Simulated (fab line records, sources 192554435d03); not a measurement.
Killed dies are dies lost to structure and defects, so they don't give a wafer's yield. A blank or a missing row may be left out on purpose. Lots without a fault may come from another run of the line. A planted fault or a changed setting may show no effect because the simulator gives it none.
Which tool did it? | flow n5_finfet | 10 lots, 27 wafers sampled, at 5 steps of a route of 1938

WHAT THE GAUGES READ, wafer by wafer
N5_BEOL_M4_RC_MEAS_101. Usual: DIBL_N 35.8 mV/V, standard deviation 1.5; DIBL_P 35.9 mV/V, standard deviation 1.8; IOFF_N 0.152 nA/um, standard deviation 0.025; IOFF_P 0.21 nA/um, standard deviation 0.031; ION_N 672 uA/um, standard deviation 11; ION_P 462 uA/um, standard deviation 7.4; SS_N 71.5 mV/dec, standard deviation 0.52; SS_P 73.2 mV/dec, standard deviation 0.54; VT_N 250 mV, standard deviation 3; VT_P -250 mV, standard deviation 3.3.
lot  | measured     | on        | DIBL_N (mV/V)  | DIBL_P (mV/V)  | IOFF_N (nA/um)    | IOFF_P (nA/um) | ION_N (uA/um) | ION_P (uA/um) | SS_N (mV/dec)  | SS_P (mV/dec)  | VT_N (mV)   | VT_P (mV)      | flag
L220 | day 7 22:11  | prober-01 | 35.7 38.0 37.1 | 36.5 38.4 37.1 | 0.146 0.192 0.176 | 0.19 0.21 0.20 | 670 672 682   | 454 457 455   | 72.9 73.0 72.7 | 72.9 73.7 73.0 | 251 250 251 | -253 -249 -249 |
L221 | day 8 10:56  | prober-02 | 37.5 38.5 35.5 | 36.4 38.3 34.8 | 0.161 0.195 0.131 | 0.23 0.27 0.20 | 675 690 665   | 467 474 465   | 71.4 72.0 71.7 | 73.3 73.9 73.3 | 249 244 251 | -247 -245 -248 |
L226 | day 9 17:10  | prober-02 | 37.0 37.5 35.0 | 36.6 37.7 33.7 | 0.143 0.146 0.112 | 0.19 0.19 0.14 | 670 665 661   | 459 453 450   | 71.6 71.9 71.4 | 73.8 74.1 72.9 | 252 254 256 | -255 -255 -259 |
L227 | day 9 23:46  | prober-02 | 34.6 36.3      | 34.5 36.1      | 0.115 0.146       | 0.15 0.18      | 652 669       | 449 463       | 71.6 71.1      | 72.3 72.7      | 256 252     | -255 -253      |
L228 | day 10 14:59 | prober-01 | 35.9 36.2 35.8 | 35.9 36.9 36.0 | 0.158 0.169 0.161 | 0.21 0.23 0.21 | 673 684 685   | 464 469 466   | 71.3 71.0 70.9 | 72.6 73.7 73.8 | 248 248 248 | -245 -248 -251 |
L229 | day 10 23:31 | prober-01 | 37.8 37.7 37.9 | 35.5 35.1 34.9 | 0.148 0.151 0.149 | 0.21 0.21 0.20 | 669 666 662   | 458 459 451   | 71.3 72.1 72.2 | 73.0 72.7 73.3 | 250 253 255 | -247 -249 -250 |
L231 | day 10 20:46 | prober-01 | 37.1 34.2 35.5 | 37.8 34.8 36.5 | 0.177 0.128 0.145 | 0.23 0.18 0.20 | 667 677 672   | 458 467 459   | 71.3 71.8 71.3 | 74.7 73.7 74.1 | 248 252 251 | -248 -250 -253 |
L232 | day 11 04:14 | prober-02 | 34.0 33.8      | 33.2 33.3      | 0.117 0.122       | 0.17 0.18      | 659 655       | 461 455       | 71.1 70.5      | 73.0 72.8      | 251 252     | -252 -252      |
L238 | day 12 21:50 | prober-02 | 36.3 36.0 35.3 | 38.6 39.4 37.1 | 0.179 0.177 0.159 | 0.24 0.26 0.22 | 677 689 683   | 463 477 462   | 71.6 71.5 71.4 | 73.8 73.7 73.4 | 247 248 251 | -249 -248 -249 |
L242 | day 14 09:00 | prober-02 | 35.6 35.0      | 35.7 34.9      | 0.151 0.137       | 0.21 0.19      | 666 675       | 465 472       | 71.9 71.3      | 73.4 72.8      | 251 256     | -251 -253      |

WHICH TOOL RAN EACH LOT (tool, then ch and the chambers of the sampled wafers, then the start)
lot  | N5_BEOL_M0_PRE_CLEAN_131        | N5_BEOL_M1_ETCH_74                 | N5_BEOL_M1_STRIP_66                | N5_BEOL_M1_HM_OPEN_17
L220 | cvd_co-01 ch 0,2, day 6 09:02   | rie_diel-06 ch 0,3, day 6 11:34    | rie_diel-06 ch 0,3, day 6 11:44    | rie_metal-01 ch 0,1, day 6 11:46
L221 | cvd_co-01 ch 0,2, day 6 15:07   | rie_diel-06 ch 2,3, day 6 17:56    | rie_diel-06 ch 2,3, day 6 18:06    | rie_metal-02 ch 0,1, day 6 18:09
L226 | cvd_co-01 ch 0,1,2, day 7 18:35 | rie_diel-05 ch 0,1,2, day 7 22:11  | rie_diel-05 ch 0,1,2, day 7 22:22  | rie_metal-02 ch 0,1, day 7 22:26
L227 | cvd_co-02 ch 0,2, day 7 20:58   | rie_diel-06 ch 0,3, day 7 22:23    | rie_diel-06 ch 0,3, day 7 22:34    | rie_metal-02 ch 0,1, day 7 22:36
L228 | cvd_co-01 ch 0,2, day 8 07:11   | rie_diel-06 ch 0,2,3, day 8 10:46  | rie_diel-06 ch 0,2,3, day 8 10:56  | rie_metal-02 ch 0,1, day 8 10:58
L229 | cvd_co-01 ch 0,2, day 8 13:59   | rie_diel-05 ch 0,1,2, day 8 15:38  | rie_diel-05 ch 0,1,2, day 8 15:48  | rie_metal-02 ch 0,1, day 8 15:53
L231 | cvd_co-01 ch 0,1,2, day 9 01:43 | rie_diel-01 ch 0,1,3, day 9 04:31  | rie_diel-01 ch 0,1,3, day 9 04:41  | rie_metal-02 ch 0,1, day 9 04:43
L232 | cvd_co-01 ch 0,2, day 9 05:47   | rie_diel-01 ch 1,2, day 9 07:27    | rie_diel-01 ch 1,2, day 9 07:37    | rie_metal-03 ch 0, day 9 07:40
L238 | cvd_co-01 ch 1,2, day 10 13:11  | rie_diel-01 ch 1,2,3, day 10 14:28 | rie_diel-01 ch 1,2,3, day 10 14:38 | rie_metal-01 ch 0,1, day 10 14:40
L242 | cvd_co-01 ch 0,2, day 11 19:12  | rie_diel-06 ch 1,3, day 11 23:28   | rie_diel-06 ch 1,3, day 11 23:38   | rie_metal-01 ch 1, day 11 23:40
- N5_BEOL_M0_PRE_CLEAN_131: time 15 s.
- N5_BEOL_M1_ETCH_74: etches underlayer in N2/H2, target depth 6.5 nm, time 5.2 s.
- N5_BEOL_M1_STRIP_66: strips in CF4.
- N5_BEOL_M1_HM_OPEN_17: chemistry Cl2/BCl3, target TiN, target depth 20 nm, overetch 6 nm.

WHAT THE TOOLS THEMSELVES READ (means of the sampled wafers that have a number; where no wafer has one, the mark that the record gives instead)
N5_BEOL_M0_PRE_CLEAN_131. Usual: heater_power_w 84 W, standard deviation 14.
lot  | tool      | heater_power_w (W) | flag
L220 | cvd_co-01 | 83                 |
L221 | cvd_co-01 | 83                 |
L226 | cvd_co-01 | 81                 |
L227 | cvd_co-02 | 66                 |
L228 | cvd_co-01 | 84                 |
L229 | cvd_co-01 | 84                 |
L231 | cvd_co-01 | 81                 |
L232 | cvd_co-01 | 84                 |
L238 | cvd_co-01 | 80                 |
L242 | cvd_co-01 | 84                 |

N5_BEOL_M1_ETCH_74. Usual: drypump_motor_current_A 5.64 A, standard deviation 0.3; etch_rf_on_time_s 5.19 s, standard deviation 0.12; h2_flow_sccm 200.0 sccm, standard deviation 0.58; oes_product_au 0.65 a.u., standard deviation 0.065; rf_vpp_V 524.5 V, standard deviation 1.8; showerhead_plenum_p_Torr 2.58 Torr, standard deviation 0.057; throttle_valve_pct 17.90 %, standard deviation 0.2.
lot  | tool        | drypump_motor_current_A (A) | etch_rf_on_time_s (s) | h2_flow_sccm (sccm) | oes_product_au (a.u.) | rf_vpp_V (V) | showerhead_plenum_p_Torr (Torr) | throttle_valve_pct (%) | flag
L220 | rie_diel-06 | 5.47                        | 5.14                  | 200.3               | 0.70                  | 524.2        | 2.54                            | 17.95                  |
L221 | rie_diel-06 | 5.49                        | 5.18                  | 200.2               | 0.66                  | 523.0        | 2.52                            | 17.95                  |
L226 | rie_diel-05 | 5.61                        | 5.06                  | 200.2               | 0.70                  | 524.1        | 2.61                            | 17.84                  |
L227 | rie_diel-06 | 5.58                        | 5.28                  | 199.8               | 0.67                  | 524.7        | 2.57                            | 17.95                  |
L228 | rie_diel-06 | 5.57                        | 5.32                  | 200.1               | 0.65                  | 524.0        | 2.55                            | 17.98                  |
L229 | rie_diel-05 | 5.64                        | 5.08                  | 200.2               | 0.69                  | 525.2        | 2.61                            | 17.85                  |
L231 | rie_diel-01 | 5.95                        | 5.20                  | 199.8               | 0.67                  | 524.9        | 2.62                            | 18.00                  |
L232 | rie_diel-01 | 5.62                        | 5.21                  | 199.1               | 0.58                  | 523.9        | 2.57                            | 18.15                  |
L238 | rie_diel-01 | 5.66                        | 4.58                  | 199.3               | 0.65                  | 524.1        | 2.58                            | 18.01                  | OFF
L242 | rie_diel-06 | 5.31                        | 5.25                  | 200.0               | 0.72                  | 524.8        | 2.53                            | 17.70                  |

N5_BEOL_M1_STRIP_66. Usual: drypump_motor_current_A 5.63 A, standard deviation 0.29; oes_product_au 0.76 a.u., standard deviation 0.073; rf_vpp_V 271.6 V, standard deviation 1.1; showerhead_plenum_p_Torr 1.82 Torr, standard deviation 0.04; throttle_valve_pct 13.60 %, standard deviation 0.19.
lot  | tool        | drypump_motor_current_A (A) | oes_product_au (a.u.) | rf_vpp_V (V) | showerhead_plenum_p_Torr (Torr) | throttle_valve_pct (%) | flag
L220 | rie_diel-06 | 5.46                        | 0.82                  | 271.5        | 1.79                            | 13.51                  |
L221 | rie_diel-06 | 5.47                        | 0.76                  | 270.7        | 1.77                            | 13.64                  |
L226 | rie_diel-05 | 5.62                        | 0.80                  | 271.7        | 1.83                            | 13.43                  |
L227 | rie_diel-06 | 5.55                        | 0.78                  | 271.9        | 1.81                            | 13.58                  |
L228 | rie_diel-06 | 5.56                        | 0.76                  | 271.4        | 1.80                            | 13.65                  |
L229 | rie_diel-05 | 5.61                        | 0.80                  | 271.9        | 1.83                            | 13.44                  |
L231 | rie_diel-01 | 5.92                        | 0.78                  | 272.5        | 1.85                            | 13.70                  |
L232 | rie_diel-01 | 5.61                        | 0.68                  | 270.9        | 1.81                            | 13.87                  |
L238 | rie_diel-01 | 5.66                        | 0.69                  | 271.2        | 1.82                            | 13.76                  |
L242 | rie_diel-06 | 5.27                        | 0.85                  | 270.9        | 1.79                            | 13.42                  |

N5_BEOL_M1_HM_OPEN_17. Usual: drypump_motor_current_A 5.8 A, standard deviation 0.39; oes_product_au 0.60 a.u., standard deviation 0.082; throttle_valve_pct 22.45 %, standard deviation 0.21.
lot  | tool         | drypump_motor_current_A (A) | oes_product_au (a.u.) | throttle_valve_pct (%) | flag
L220 | rie_metal-01 | 6.1                         | 0.56                  | 22.56                  |
L221 | rie_metal-02 | 5.7                         | 0.56                  | 22.53                  |
L226 | rie_metal-02 | 5.8                         | 0.55                  | 22.45                  |
L227 | rie_metal-02 | 5.8                         | 0.55                  | 22.50                  |
L228 | rie_metal-02 | 5.8                         | 0.55                  | 22.45                  |
L229 | rie_metal-02 | 5.8                         | 0.54                  | 22.45                  |
L231 | rie_metal-02 | 5.8                         | 0.54                  | 22.45                  |
L232 | rie_metal-03 | 6.2                         | 0.72                  | 22.44                  |
L238 | rie_metal-01 | 6.1                         | 0.56                  | 22.56                  |
L242 | rie_metal-01 | 6.4                         | 0.55                  | 22.70                  |

THE ANSWER, worked out from the rows above alone
Rule: a lot is off if the mean of its wafers that have a number lies more than 3 standard deviations from the usual mean. A lot without any number at a reading at which 4 lots or more have one is off too. The other lots that the step has rows for count as sound. The gauges are gone through in route order, then the tools' own readings, and for those a lot's mean is taken as printed above. The first step at which some lot is off is used, and at that step the reading that is off furthest; a lot without a number counts as furthest.
Off: L238, at N5_BEOL_M1_ETCH_74 (etch_rf_on_time_s).
A tool fits if, at that step or a process step before it, it ran every lot that is off, and no sound lot after the first of them. One fits: rie_diel-01 at N5_BEOL_M1_ETCH_74. Its last sound lot is L232 (day 9 07:27), its first lot that is off L238 (day 10 14:28): a fault that began between those two fits.
The tool's own readings at N5_BEOL_M1_ETCH_74 bear it out: on the lots that are off they differ by more than 5 times the standard deviation of the sound lots' means. etch_rf_on_time_s reads 4.58 s there against 5.19 s on the sound lots.

WHAT THE SIMULATOR HAD PUT IN
Process parameter drift: rie_diel-01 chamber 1, from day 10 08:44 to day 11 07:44, at N5_BEOL_M1_ETCH_74. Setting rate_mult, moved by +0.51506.
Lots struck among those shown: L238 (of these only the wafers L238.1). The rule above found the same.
